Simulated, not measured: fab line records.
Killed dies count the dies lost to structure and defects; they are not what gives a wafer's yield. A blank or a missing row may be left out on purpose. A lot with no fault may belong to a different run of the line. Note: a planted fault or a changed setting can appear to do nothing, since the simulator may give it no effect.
Problem report, 8D (eight disciplines) form, completed by code    flow n5_finfet    the parts of the form that need people (team, actions taken, sign-off) are left out

== 1. THE ISSUE ==
Mean of rf_fwd_power_W at N5_BEOL_M4_ETCH_70: 634.3 W across 6 wafers in 2 lots; on wafers with no fault it is 835.3 W (standard deviation 2.8). Measured from the usual mean, that is -72 standard deviations.
The step: etches SOC in N2/H2, target depth 80 nm, overetch 24 nm, time 130 s.
First observed at day 8 18:05: wafer L246.1, on rie_diel-01. The record holds 28 wafers of 10 lots with a number at this step. By rule, "out" or "out of limits" means more than 4 standard deviations away from the usual mean. The other wafers with a number count as sound.

== 2. WHAT THIS IS AND IS NOT ==
question                     is                        is not
which readings at this step  rf_fwd_power_W, rf_vpp_V  drypump_motor_current_A, oes_product_au, throttle_valve_pct
which lots                   L245, L246                L242, L253, L257, L258, L260, L261, L262, L264
which wafers of those lots   all that have a number    -
read on which tools          rie_diel-01               rie_diel-02, rie_diel-05
when                         from day 8 18:05          up to then (3 sound wafers); but 19 sound wafers of L253, L257, L258, L260, L261, L262, L264 came after

== 3. SUSPECTS, AND WHAT RULES EACH OUT ==
Counting: a tool at any process step up to the reading remains a suspect when it ran all the lots that are out and ran no sound lot after the first of those.
- rie_diel-01 at N5_BEOL_M4_ETCH_70 (etches SOC in N2/H2, target depth 80 nm, overetch 24 nm, time 130 s): ruled out as a lasting fault. The sound lots L257, L261, L260, L262 went through it after L246, its earliest lot that is out (day 8 18:05).
Left after counting: nothing in the record.

== 4. THE CAUSE (what the simulator had put in) ==
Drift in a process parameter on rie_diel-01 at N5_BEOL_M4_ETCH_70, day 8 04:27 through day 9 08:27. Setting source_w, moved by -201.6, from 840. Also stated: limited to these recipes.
Counting ruled it out, wrongly.

== 5. SEQUENCE OF EFFECTS, ordered by route ==
One row per reading whose mean, taken over the struck wafers that have a number, lies over 3 standard deviations from the usual. Readings are gone through only where the record gives a usual standard deviation; hours: the median, over the lots, of the time from a lot's start at the first step in this table giving one to that lot's start at this step; sigmas: the change measured in usual standard deviations.
hours  step                reading         usual    on struck wafers  change  sigmas
0      N5_BEOL_M4_ETCH_70  rf_fwd_power_W  835.3 W  634.3             -201.0  -72
0      N5_BEOL_M4_ETCH_70  rf_vpp_V        525.1 V  573.1             +48.0   +19
Here are the process steps it includes:
- N5_BEOL_M4_ETCH_70: etches SOC in N2/H2, target depth 80 nm, overetch 24 nm, time 130 s.
Later measuring or inspecting steps at which every struck wafer that the step has a row for has a number for every such reading, and none has moved that far: N5_BEOL_M4_RC_MEAS_101.

== 6. WHAT WOULD HAVE CAUGHT IT SOONER ==
In this record no reading fell out of limits until day 8 18:05, 14 hours after the fault had begun at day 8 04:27.
